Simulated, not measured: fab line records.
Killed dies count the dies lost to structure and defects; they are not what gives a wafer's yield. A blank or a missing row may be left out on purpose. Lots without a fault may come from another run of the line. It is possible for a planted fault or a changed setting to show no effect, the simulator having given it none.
Which tool is to blame? + flow nand-harc + 11 lots with 33 wafers sampled at 6 steps, on a route of 1302 steps

== WHAT THE GAUGES SHOWED, per wafer ==
NHARC_A_ONON_D2_THK_MEAS_05: measures by ellipsometry.
| lot  | measured     | on            | thk-nm (nm)    |
|------|--------------|---------------|----------------|
| L823 | day 12 18:32 | film-metro-01 | 998 999 997    |
| L824 | day 13 00:56 | film-metro-02 | 1003 1003 1005 |
| L826 | day 13 23:06 | film-metro-02 | 994 994 995    |
| L831 | day 15 09:16 | film-metro-01 | 1012 1013 1011 |
| L833 | day 16 21:37 | film-metro-01 | 998 995 994    |
| L835 | day 17 00:32 | film-metro-01 | 659 660 659    |
| L838 | day 18 09:53 | film-metro-02 | 651 652 655    |
| L842 | day 20 01:05 | film-metro-01 | 1002 1001 1001 |
| L844 | day 21 09:17 | film-metro-01 | 1003 1006 1005 |
| L845 | day 21 09:18 | film-metro-02 | 1014 1014 1014 |
| L846 | day 22 06:10 | film-metro-02 | 989 989 987    |

NHARC_END_SORT_01.
| lot  | measured     | on        | killed-at-array | killed-at-other | killed-at-periphery | killed-dies | killed-open | killed-short |
|------|--------------|-----------|-----------------|-----------------|---------------------|-------------|-------------|--------------|
| L835 | day 29 03:35 | prober-01 | 676 675 670     | 0 0 1           | 1 2 6               | 677 677 677 | 1 3 5       | 2 2 1        |
| L838 | day 30 06:22 | prober-01 | 674 673 671     | 1 0 1           | 2 4 5               | 677 677 677 | 2 4 4       | 2 2 2        |

== WHICH TOOL RAN EACH LOT (tool, then ch and the chambers of the sampled wafers, then the start) ==
| lot  | NHARC_A_CHANNEL_HOLE_D1_ETCH_20  | NHARC_A_CHANNEL_HOLE_D1_ETCH_22  | NHARC_A_CHANNEL_HOLE_D1_ETCH_33  | NHARC_A_ONON_D2_DEP_03           |
|------|----------------------------------|----------------------------------|----------------------------------|----------------------------------|
| L823 | har-etch-02 ch 0,1, day 8 21:10  | har-etch-02 ch 0,1, day 8 21:56  | har-etch-02 ch 0,1, day 9 01:02  | pecvd-onon-03 ch 0, day 12 18:01 |
| L824 | har-etch-02 ch 0,1, day 9 07:40  | har-etch-02 ch 0,1, day 9 08:27  | har-etch-02 ch 0,1, day 9 11:30  | pecvd-onon-01 ch 0, day 13 00:29 |
| L826 | har-etch-01 ch 0,1, day 10 04:19 | har-etch-01 ch 0,1, day 10 05:05 | har-etch-01 ch 0,1, day 10 08:13 | pecvd-onon-03 ch 0, day 13 22:35 |
| L831 | har-etch-01 ch 0,1, day 11 12:29 | har-etch-01 ch 0,1, day 11 13:15 | har-etch-01 ch 0,1, day 11 16:22 | pecvd-onon-03 ch 0, day 15 08:45 |
| L833 | har-etch-02 ch 0,1, day 12 22:53 | har-etch-02 ch 0,1, day 12 23:38 | har-etch-02 ch 0,1, day 13 02:43 | pecvd-onon-01 ch 0, day 16 21:10 |
| L835 | har-etch-01 ch 0,1, day 13 06:23 | har-etch-01 ch 0,1, day 13 07:11 | har-etch-01 ch 0,1, day 13 10:15 | pecvd-onon-01 ch 0, day 17 00:01 |
| L838 | har-etch-01 ch 0,1, day 14 17:21 | har-etch-01 ch 0,1, day 14 18:11 | har-etch-01 ch 0,1, day 14 21:10 | pecvd-onon-01 ch 0, day 18 09:29 |
| L842 | har-etch-01 ch 0,1, day 16 05:15 | har-etch-01 ch 0,1, day 16 06:02 | har-etch-01 ch 0,1, day 16 09:05 | pecvd-onon-04 ch 0, day 20 00:38 |
| L844 | har-etch-01 ch 0,1, day 17 09:58 | har-etch-01 ch 0,1, day 17 10:43 | har-etch-01 ch 0,1, day 17 13:49 | pecvd-onon-03 ch 0, day 21 08:47 |
| L845 | har-etch-01 ch 0,1, day 17 14:25 | har-etch-01 ch 0,1, day 17 15:16 | har-etch-01 ch 0,1, day 17 18:15 | pecvd-onon-04 ch 0, day 21 08:58 |
| L846 | har-etch-02 ch 0,1, day 18 10:43 | har-etch-02 ch 0,1, day 18 11:32 | har-etch-02 ch 0,1, day 18 14:34 | pecvd-onon-03 ch 0, day 22 05:39 |
- NHARC_A_CHANNEL_HOLE_D1_ETCH_20: etches the open film in C4F8/O2/Ar, time 361.9 s, target depth 1600 nm.
- NHARC_A_CHANNEL_HOLE_D1_ETCH_22: etches the open film in C4F8/O2/Ar, time 666.7 s, target depth 1600 nm.
- NHARC_A_CHANNEL_HOLE_D1_ETCH_33: etches the open film in C4F8/O2/Ar, time 90 s, target depth 400 nm.
- NHARC_A_ONON_D2_DEP_03: target thk 1000 nm.

== WHAT THE TOOLS THEMSELVES READ (means of the sampled wafers that have a number; where no wafer has one, the mark that the record gives instead) ==
NHARC_A_CHANNEL_HOLE_D1_ETCH_20.
| lot  | tool        | c4f8-flow-sccm (sccm) | drypump-motor-current-A (A) | he-backside-leak-sccm (sccm) | showerhead-plenum-p-Torr (Torr) | throttle-valve-pct (%) |
|------|-------------|-----------------------|-----------------------------|------------------------------|---------------------------------|------------------------|
| L823 | har-etch-02 | 89.05                 | 5.9                         | 6.1                          | 3.72                            | 32.162                 |
| L824 | har-etch-02 | 89.42                 | 5.9                         | 6.3                          | 3.72                            | 32.153                 |
| L826 | har-etch-01 | 89.72                 | 6.5                         | 5.5                          | 3.72                            | 32.156                 |
| L831 | har-etch-01 | 89.43                 | 6.3                         | 5.5                          | 3.71                            | 32.163                 |
| L833 | har-etch-02 | 89.38                 | 5.4                         | 6.6                          | 3.65                            | 32.158                 |
| L835 | har-etch-01 | 89.20                 | 6.3                         | 5.8                          | 3.69                            | 32.157                 |
| L838 | har-etch-01 | 89.31                 | 6.4                         | 5.7                          | 3.68                            | 32.157                 |
| L842 | har-etch-01 | 89.19                 | 6.5                         | 5.9                          | 3.67                            | 32.153                 |
| L844 | har-etch-01 | 89.24                 | 6.3                         | 6.1                          | 3.66                            | 32.163                 |
| L845 | har-etch-01 | 89.18                 | 6.5                         | 5.9                          | 3.66                            | 32.154                 |
| L846 | har-etch-02 | 89.48                 | 5.4                         | 5.1                          | 3.86                            | 32.162                 |

NHARC_A_CHANNEL_HOLE_D1_ETCH_22.
| lot  | tool        | c4f8-flow-sccm (sccm) | drypump-motor-current-A (A) | he-backside-leak-sccm (sccm) | showerhead-plenum-p-Torr (Torr) | throttle-valve-pct (%) |
|------|-------------|-----------------------|-----------------------------|------------------------------|---------------------------------|------------------------|
| L823 | har-etch-02 | 89.39                 | 5.9                         | 6.2                          | 3.72                            | 32.151                 |
| L824 | har-etch-02 | 89.35                 | 5.9                         | 6.2                          | 3.72                            | 32.156                 |
| L826 | har-etch-01 | 88.88                 | 6.5                         | 5.6                          | 3.72                            | 32.164                 |
| L831 | har-etch-01 | 89.48                 | 6.3                         | 5.5                          | 3.71                            | 32.155                 |
| L833 | har-etch-02 | 89.03                 | 5.4                         | 6.2                          | 3.65                            | 32.144                 |
| L835 | har-etch-01 | 89.20                 | 6.3                         | 5.8                          | 3.69                            | 32.150                 |
| L838 | har-etch-01 | 89.37                 | 6.3                         | 5.7                          | 3.68                            | 32.162                 |
| L842 | har-etch-01 | 89.71                 | 6.5                         | 7.1                          | 3.67                            | 32.143                 |
| L844 | har-etch-01 | 89.08                 | 6.3                         | 5.8                          | 3.66                            | 32.155                 |
| L845 | har-etch-01 | 89.38                 | 6.5                         | 6.0                          | 3.66                            | 32.158                 |
| L846 | har-etch-02 | 89.18                 | 5.4                         | 5.3                          | 3.86                            | 32.160                 |

NHARC_A_CHANNEL_HOLE_D1_ETCH_33.
| lot  | tool        | c4f8-flow-sccm (sccm) | drypump-motor-current-A (A) | he-backside-leak-sccm (sccm) | rf-fwd-power-W (W) | showerhead-plenum-p-Torr (Torr) | throttle-valve-pct (%) |
|------|-------------|-----------------------|-----------------------------|------------------------------|--------------------|---------------------------------|------------------------|
| L823 | har-etch-02 | 41.78                 | 5.9                         | 6.3                          | 1986               | 3.76                            | 27.614                 |
| L824 | har-etch-02 | 41.56                 | 5.9                         | 6.2                          | 1980               | 3.76                            | 27.618                 |
| L826 | har-etch-01 | 41.59                 | 6.5                         | 5.6                          | 1989               | 3.75                            | 27.614                 |
| L831 | har-etch-01 | 41.71                 | 6.4                         | 5.6                          | 1990               | 3.75                            | 27.620                 |
| L833 | har-etch-02 | 41.76                 | 5.4                         | 6.4                          | 1989               | 3.68                            | 27.618                 |
| L835 | har-etch-01 | 41.79                 | 6.4                         | 5.7                          | 1994               | 3.73                            | 27.612                 |
| L838 | har-etch-01 | 41.60                 | 6.3                         | 5.8                          | 1987               | 3.72                            | 27.613                 |
| L842 | har-etch-01 | 41.72                 | 6.5                         | 5.9                          | 1986               | 3.71                            | 27.620                 |
| L844 | har-etch-01 | 41.85                 | 6.3                         | 5.9                          | 1997               | 3.70                            | 27.620                 |
| L845 | har-etch-01 | 41.72                 | 6.5                         | 5.9                          | 1991               | 3.69                            | 27.610                 |
| L846 | har-etch-02 | 41.59                 | 5.4                         | 5.5                          | 1984               | 3.89                            | 27.617                 |

== THE ANSWER, worked out from the rows above alone ==
Rule: the usual values come from the lots themselves. The widest of any qualifying gaps counts: lots, ordered by their means at a reading, are off when they make up no more than a third of the lots, leave a main group of 4 or more, and stand apart from it by 3 or more times the standard deviation of that group's means. A main group whose means are all the same, to the digits that the tables above print for the reading, isn't used. A lot without any number at a reading at which 4 lots or more have one is off too. Any other lot the step has rows for is counted as sound. After the gauges, taken in route order, come the tools' own readings; for these a lot's mean is taken, as printed above. At the first step where some lot is off, the reading lying furthest off is the one used; lots without a number count as furthest.
Off: L835, L838, at NHARC_A_ONON_D2_THK_MEAS_05 (thk-nm). For the main group the mean is 1001 nm and the standard deviation 7.8.
A tool fits if, at a process step before that reading, it ran every lot that is off, and no sound lot after the first of them. Gauges at NHARC_A_ONON_D2_THK_MEAS_05: tried the same way as those tools. One fits: NHARC_A_ONON_D2_DEP_03 on pecvd-onon-01. Its last sound lot is L833 (day 16 21:10), its first lot that is off L835 (day 17 00:01): a fault that began between those two fits.

== WHAT HAD BEEN PUT IN BY THE SIMULATOR ==
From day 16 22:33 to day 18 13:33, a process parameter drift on pecvd-onon-01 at NHARC_A_ONON_D2_DEP_03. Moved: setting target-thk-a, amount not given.
Lots struck among those shown: L835, L838. The rule above reached the same finding.
